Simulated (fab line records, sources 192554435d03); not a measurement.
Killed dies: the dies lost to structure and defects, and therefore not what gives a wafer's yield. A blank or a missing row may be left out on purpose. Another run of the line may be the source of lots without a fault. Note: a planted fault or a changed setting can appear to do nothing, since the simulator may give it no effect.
Which tool is to blame? -- flow n5_finfet -- route of 1938 steps, sampled at 1 step: 24 lots, 72 wafers

== WHAT EACH GAUGE READ, for each wafer ==
N5_BEOL_M9_INSPECT_13: inspects for defects (brightfield).
lot,measured,on,raw_defect_count
L075,day 9 21:56,defect_inspect-01,263 257 296
L076,day 10 02:05,defect_inspect-01,391 330 351
L077,day 10 05:08,defect_inspect-01,359 564 332
L074,day 10 18:22,defect_inspect-02,568 325 435
L079,day 10 20:16,defect_inspect-02,404 482 490
L078,day 10 23:44,defect_inspect-02,366 466 373
L080,day 11 02:24,defect_inspect-01,366 388 225
L081,day 11 04:53,defect_inspect-02,483 546 477
L082,day 11 17:07,defect_inspect-01,312 431 234
L083,day 11 21:49,defect_inspect-01,448 419 469
L084,day 12 09:23,defect_inspect-02,449 525 385
L086,day 12 17:09,defect_inspect-02,345 282 451
L085,day 12 17:34,defect_inspect-02,497 500 305
L087,day 13 01:34,defect_inspect-01,235 357 245
L088,day 13 10:53,defect_inspect-01,372 402 371
L089,day 13 13:37,defect_inspect-01,331 431 343
L091,day 13 15:43,defect_inspect-02,341 375 321
L090,day 14 06:41,defect_inspect-02,438 565 333
L092,day 14 09:45,defect_inspect-01,321 277 349
L094,day 14 10:07,defect_inspect-01,349 490 357
L093,day 14 13:22,defect_inspect-01,281 455 535
L095,day 14 20:29,defect_inspect-01,283 358 235
L097,day 15 06:18,defect_inspect-02,412 396 474
L096,day 15 06:23,defect_inspect-02,326 276 340

== WHICH TOOL RAN EACH LOT (tool, then ch and the chambers of the sampled wafers, then the start) ==
The record holds no process step before these readings.

== WHAT THE TOOLS THEMSELVES READ (means of the sampled wafers that have a number; where no wafer has one, the mark that the record gives instead) ==
The record holds no such reading with a usual standard deviation.

== THE ANSWER, worked out from the rows above alone ==
Rule: usual is defined by the lots themselves. The widest of any qualifying gaps counts: lots, ordered by their means at a reading, are off when they make up no more than a third of the lots, leave a main group of 4 or more, and stand apart from it by 3 or more times the standard deviation of that group's means. If all means in a main group match to the digits the tables above print for the reading, that group is not used. A lot without any number at a reading at which 4 lots or more have one is off too. The other lots that the step has rows for count as sound. After the gauges, taken in route order, come the tools' own readings; for these a lot's mean is taken, as printed above. The first step at which some lot is off is used, and at that step the reading that is off furthest; a lot without a number counts as furthest.
Across all readings shown, no lot is off: no conclusion can be drawn from this.

== WHAT THE SIMULATOR HAD INSERTED ==
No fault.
